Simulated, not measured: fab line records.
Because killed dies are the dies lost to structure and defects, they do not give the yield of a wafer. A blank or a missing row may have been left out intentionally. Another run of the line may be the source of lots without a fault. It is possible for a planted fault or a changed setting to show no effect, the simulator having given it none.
fab line records	flow n5-finfet
[record] lots = 6	wafers = 18	last-day = 17
route steps=1938 shown BEOL_M13@1682
lots that met no fault: taken from a fault-free run of the same line
start-h: start of the lot's first displayed wafer, in hours after the record's first day	wait-h: time in hours since the lot's previous step	" as in the row above	L1.1+2: a single row standing in for several wafers	- value missing, or start not given	* or withheld: withheld	< > ~ a bound
route shown NAME@n: a module of which the file shows steps, and the number in the route of the first	usual: mean/standard deviation of fault-free wafers	same: alike in all rows	chamber/n: place in a boat	sites: each site's reading	_std_site: their standard deviation	_edge_site: the outer-site mean with the inner-site mean subtracted	radius-mm: for every site, how far away it sits from the centre of the wafer	mask NAME#n: copy n	behind: the most recent tool/chamber to have shaped the wafer	hold: reason for holding the lot/hours on hold/outcome of the hold	device: transistor that didn't switch, given as n, p or np	end of line: at the end of the route, the tests of the same wafers	a step without rows: its recipe alone	killed: count of dies lost to structure and defects at first sort (not the wafer's yield)	map: dies across one wafer; x = killed, . = not, _ = none there
set.NAME: the setting as run; set.NAME@STEP: as run at that earlier step	model.NAME: the simulator's own value behind a step, which no gauge read
lots at selected steps of the route; one table per step, one row per wafer
services: when a tool's chamber went out of use (start-h, in hours from the record's first day, below 0 if earlier), for how many hours, and the reason
[[steps]]
[step N5_BEOL_M13_COAT_22]
[recipe] spin-rpm = 2888	resist-thk-nm = 300
[step N5_BEOL_M13_EBR_24]
[recipe] solvent = PGMEA	ebr-width-mm = 1.5
[step N5_BEOL_M13_SOFTBAKE_23]
[recipe] temp-c = 130	time-s = 60
[step N5_BEOL_M13_EXPOSE_25]
[recipe] mask-id = M13	na = 0.93	source-shape = conventional	sigma-outer = 0.4	polarization = unpolarized	target-cd-nm = 210	dose-mj = 22
[step N5_BEOL_M13_PEB_26]
[recipe] peb-temp-c = 130	peb-time-s = 90
[step N5_BEOL_M13_DEVELOP_27]
[recipe] develop-time-s = 45	rinse-liquid = diw	dry = air-spin	dev-temp-c = 21
[step N5_BEOL_M13_HARDBAKE_32]
[recipe] temp-c = 130	time-s = 120
[step N5_BEOL_M13_CD_MEAS_28]
[recipe] target-cd-nm = 209.5	landing-energy-ev = 500	detector = se-inlens
[usual] cd-nm = 209.5/1.2
lot.wafer	tool	chamber	start-h	wait-h	cd-nm
L758.1	cd-sem-02	0	283.77	-	209.1
L758.5	"	0	"	"	208.8
L758.6	"	0	"	"	209.1
L760.1	cd-sem-01	0	301.13	-	211.4
L760.3	"	0	"	"	211.3
L760.4	"	0	"	"	211.0
L764.2	cd-sem-02	0	328.43	-	209.9
L764.3	"	0	"	"	208.7
L764.6	"	0	"	"	211.1
L773.1	cd-sem-03	0	375.79	-	211.2
L773.4	"	0	"	"	209.6
L773.5	"	0	"	"	209.5
L774.1	cd-sem-01	0	382.34	-	210.7
L774.3	"	0	"	"	210.6
L774.6	"	0	"	"	210.9
L776.1	cd-sem-01	0	386.86	-	208.7
L776.4	"	0	"	"	206.9
L776.6	"	0	"	"	210.4
[step N5_BEOL_M13_OVL_MEAS_29]
[recipe] points-per-wafer = 44
[usual] M13_OVL = 3/5.4
lot.wafer	tool	chamber	start-h	wait-h	M13_OVL[nm]
L758.1	overlay-02	0	283.80	0.0	8
L758.5	"	0	"	"	8
L758.6	"	0	"	"	0
L760.1	overlay-02	0	301.16	0.0	14
L760.3	"	0	"	"	-1
L760.4	"	0	"	"	3
L764.2	overlay-02	0	328.46	0.0	4
L764.3	"	0	"	"	6
L764.6	"	0	"	"	-2
L773.1	overlay-01	0	375.83	0.0	7
L773.4	"	0	"	"	-4
L773.5	"	0	"	"	-3
L774.1	overlay-02	0	382.37	0.0	-4
L774.3	"	0	"	"	4
L774.6	"	0	"	"	6
L776.1	overlay-01	0	386.89	0.0	1
L776.4	"	0	"	"	-4
L776.6	"	0	"	"	-1
[step N5_BEOL_M13_INSPECT_30]
[recipe] mode = adi	inspect-instrument = macro
[usual] raw-defect-count = 2.0/1.4
lot.wafer	tool	chamber	start-h	wait-h	raw-defect-count
L758.1	defect-inspect-01	-	283.82	0.0	4
L758.5	"	-	"	"	1
L758.6	"	-	"	"	2
L760.1	defect-inspect-01	-	301.18	0.0	2
L760.3	"	-	"	"	2
L760.4	"	-	"	"	1
L764.2	defect-inspect-02	-	328.48	0.0	5
L764.3	"	-	"	"	0
L764.6	"	-	"	"	0
L773.1	defect-inspect-02	-	375.86	0.0	1
L773.4	"	-	"	"	3
L773.5	"	-	"	"	1
L774.1	defect-inspect-02	-	382.40	0.0	2
L774.3	"	-	"	"	1
L774.6	"	-	"	"	3
L776.1	defect-inspect-02	-	386.91	0.0	2
L776.4	"	-	"	"	4
L776.6	"	-	"	"	3
[step N5_BEOL_M13_DESCUM_33]
[recipe] chemistry = O2	time-s = 7.9	source-power-w = 50	bias-power-w = 20	pressure-mtorr = 20	rf-frequency-hz = 2.712e+07	temp-c = 40	o2-flow-sccm = 225
[usual] drypump-motor-current-A = 5.8/0.41	oes-product-au = 0.79/0.072	rf-vpp-V = 242.7/1.6	showerhead-plenum-p-Torr = 2.07/0.079	throttle-valve-pct = 20.49/0.25
lot.wafer	tool	chamber	start-h	wait-h	drypump-motor-current-A	oes-product-au	rf-hours-counter-h	rf-vpp-V	showerhead-plenum-p-Torr	throttle-valve-pct
L758.1	rie-diel-04	0	283.86	0.0	6.4	0.74	144	239.0	1.93	20.58
L758.5	"	0	"	"	6.3	0.75	-	240.3	1.93	20.60
L758.6	"	3	"	"	6.0	0.90	-	242.0	2.05	20.37
L760.1	rie-diel-04	3	301.21	0.0	6.0	0.88	42	243.0	2.05	20.39
L760.3	"	0	"	"	6.4	0.75	150	241.2	1.93	20.59
L760.4	"	1	"	"	6.2	0.77	135	241.9	2.08	20.27
L764.2	rie-diel-04	0	328.52	0.0	6.4	0.74	158	240.8	1.92	20.61
L764.3	"	2	"	"	5.5	0.90	39	244.7	2.16	20.53
L764.6	"	2	"	"	5.5	0.88	-	243.8	2.16	20.52
L773.1	rie-diel-03	0	375.89	0.0	5.4	0.67	243	242.9	2.08	21.08
L773.4	"	1	"	"	5.8	0.85	60	243.5	2.12	20.34
L773.5	"	0	"	"	5.4	0.67	-	243.2	2.08	21.08
L774.1	rie-diel-02	1	382.63	0.2	5.2	0.82	85	241.7	2.03	20.14
L774.3	"	0	"	"	5.0	0.73	208	240.8	1.91	20.66
L774.6	"	0	"	"	5.0	0.74	-	238.0	1.91	20.64
L776.1	rie-diel-02	0	386.94	0.0	5.0	0.74	210	239.5	1.91	20.67
L776.4	"	2	"	"	5.8	0.92	32	243.0	2.03	20.04
L776.6	"	1	"	"	5.2	0.81	-	242.4	2.03	20.14
[step N5_BEOL_M13_ETCH_67]
[recipe] chemistry = CF4	target = SiARC	target-depth-a = 1430	time-s = 238.3	ion-energy-ev = 80	pressure-mtorr = 40	source-w = 545	bias-w = 36	Ar_flow_sccm = 100	cf4-flow-sccm = 100	ends = cleared
[usual] drypump-motor-current-A = 5.8/0.41	etch-rf-on-time-s = 237/5.2	oes-product-au = 0.68/0.059	rf-vpp-V = 183.9/1.2	showerhead-plenum-p-Torr = 2.12/0.075	throttle-valve-pct = 15.67/0.24
lot.wafer	tool	chamber	start-h	wait-h	drypump-motor-current-A	etch-rf-on-time-s	oes-product-au	rf-hours-counter-h	rf-vpp-V	showerhead-plenum-p-Torr	throttle-valve-pct
L758.1	rie-diel-04	0	283.89	0.0	6.3	248	0.65	144	181.9	2.00	15.82
L758.5	"	0	"	"	6.3	247	0.64	-	181.4	2.00	15.81
L758.6	"	3	"	"	6.0	234	0.76	-	184.1	2.09	15.46
L760.1	rie-diel-04	3	301.25	0.0	6.0	234	0.75	42	184.3	2.09	15.48
L760.3	"	0	"	"	6.4	246	0.64	150	181.7	2.00	15.82
L760.4	"	1	"	"	6.2	231	0.67	135	183.5	2.15	15.61
L764.2	rie-diel-04	0	328.56	0.0	6.3	244	0.63	158	181.2	1.99	15.86
L764.3	"	2	"	"	5.5	237	0.74	39	183.2	2.19	15.53
L764.6	"	2	"	"	5.5	239	0.74	-	184.2	2.19	15.52
L773.1	rie-diel-03	0	375.92	0.0	5.4	243	0.58	243	184.7	2.12	16.17
L773.4	"	1	"	"	5.8	230	0.73	60	184.7	2.17	15.49
L773.5	"	0	"	"	5.4	241	0.58	-	183.9	2.12	16.18
L774.1	rie-diel-02	1	382.67	0.0	5.2	236	0.70	85	183.4	2.07	15.29
L774.3	"	0	"	"	5.0	232	0.64	208	182.9	1.96	15.85
L774.6	"	0	"	"	5.0	234	0.64	-	181.5	1.96	15.85
L776.1	rie-diel-02	0	386.98	0.0	5.0	233	0.63	210	182.7	1.96	15.85
L776.4	"	2	"	"	5.7	235	0.79	32	183.5	2.10	15.27
L776.6	"	1	"	"	5.2	238	0.69	-	183.0	2.07	15.31
[step N5_BEOL_M13_ETCH_68]
[recipe] chemistry = N2/H2	target = SOC	mask-material = SiARC	source-w = 3000	bias-w = 350	temp-c = 40	time-s = 355	ion-energy-ev = 200	pressure-mtorr = 30	n2-flow-sccm = 200	h2-flow-sccm = 200
[usual] drypump-motor-current-A = 5.8/0.41	n2-flow-sccm = 200.0/0.54	oes-product-au = 0.79/0.07	rf-vpp-V = 523.1/2.8	run-length-s = 378.3/0.38	showerhead-plenum-p-Torr = 2.52/0.096	throttle-valve-pct = 17.81/0.21
lot.wafer	tool	chamber	start-h	wait-h	drypump-motor-current-A	n2-flow-sccm	oes-product-au	rf-hours-counter-h	rf-vpp-V	run-length-s	showerhead-plenum-p-Torr	throttle-valve-pct	model.SiARC_of_BEOL_M13_COAT_66.thk-nm
L758.1	rie-diel-04	0	284.04	0.1	6.3	200.1	0.75	144	518.0	378.6	2.33	17.85	78
L758.5	"	0	"	"	6.4	200.1	0.74	-	517.1	378.9	2.33	17.86	78.2
L758.6	"	3	"	"	6.1	199.9	0.90	-	522.6	378.0	2.48	17.58	76
L760.1	rie-diel-04	3	301.40	0.1	6.0	200.0	0.87	42	521.5	378.1	2.48	17.57	76.8
L760.3	"	0	"	"	6.3	198.8	0.74	150	517.2	411.7	2.33	17.87	74.8
L760.4	"	1	"	"	6.2	201.3	0.76	135	525.2	411.9	2.55	17.78	74.4
L764.2	rie-diel-04	0	328.70	0.1	6.3	199.9	0.74	158	518.3	411.7	2.33	17.87	74.6
L764.3	"	2	"	"	5.5	199.7	0.89	39	524.3	412.0	2.58	17.63	73
L764.6	"	2	"	"	5.5	200.8	0.89	-	526.0	378.5	2.58	17.64	76
L773.1	rie-diel-03	0	376.07	0.1	5.4	200.4	0.67	243	522.8	378.3	2.50	18.31	77.6
L773.4	"	1	"	"	5.8	200.8	0.84	60	524.5	378.5	2.60	17.80	76.8
L773.5	"	0	"	"	5.4	201.5	0.67	-	522.7	377.8	2.50	18.31	77.8
L774.1	rie-diel-02	1	382.81	0.1	5.2	199.4	0.81	85	521.5	378.2	2.46	17.58	76.6
L774.3	"	0	"	"	5.0	199.8	0.73	208	517.2	378.4	2.33	18.03	77
L774.6	"	0	"	"	5.0	200.6	0.73	-	518.4	377.9	2.33	18.06	77
L776.1	rie-diel-02	0	387.13	0.1	5.0	200.0	0.73	210	517.4	377.8	2.33	18.04	77
L776.4	"	2	"	"	5.8	200.4	0.92	32	522.1	378.8	2.50	17.55	76.8
L776.6	"	1	"	"	5.2	199.9	0.81	-	521.5	378.3	2.46	17.56	76.6
[step N5_BEOL_M13_STRIP_69]
[recipe] chemistry = N2/H2	temp-c = 40	n2-flow-sccm = 200	h2-flow-sccm = 200	rf-frequency-hz = 6e+07
[[services]]
tool	chamber	start-h	hours	kind
rie-diel-02	2	266.34	-	clean
rie-diel-02	2	266.34	-	consumable-replace:focus-ring
rie-diel-02	2	266.34	18.4	scheduled-down
rie-diel-02	2	266.34	18.4	vent-cycle
rie-diel-04	2	277.56	5.6	repair
rie-diel-03	3	325.77	3.3	repair
[[key]]
[first-sign] step = N5_BEOL_M13_ETCH_68	reading = run-length-s	direction = up	sigmas = 88	usual = *	struck = *
effect none on later readings
[model-effect] step = N5_BEOL_M13_ETCH_68	value = SiARC_of_BEOL_M13_COAT_66.thk-nm	without = 77.25	struck = 74.2
met-at N5_BEOL_M13_ETCH_68
struck-wafers L760.3,L760.4,L764.2,L764.3
[baseline-loss] step = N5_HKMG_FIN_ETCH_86	wafers = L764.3
onset-between 284.04 301.40
[fault] kind = process-parameter-drift	tool = rie-diel-04	chamber = -	onset-h = 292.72	steps = N5_BEOL_M13_ETCH_68	channel = time-s	offset = *	shape = step	end-h = 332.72	scope = struck-wafers-only	acts-in = *	stated = *
// baseline-loss: these wafers lose ten dies or more at that step, a loss of the line's own and not of a fault; the sort's usual values leave them out
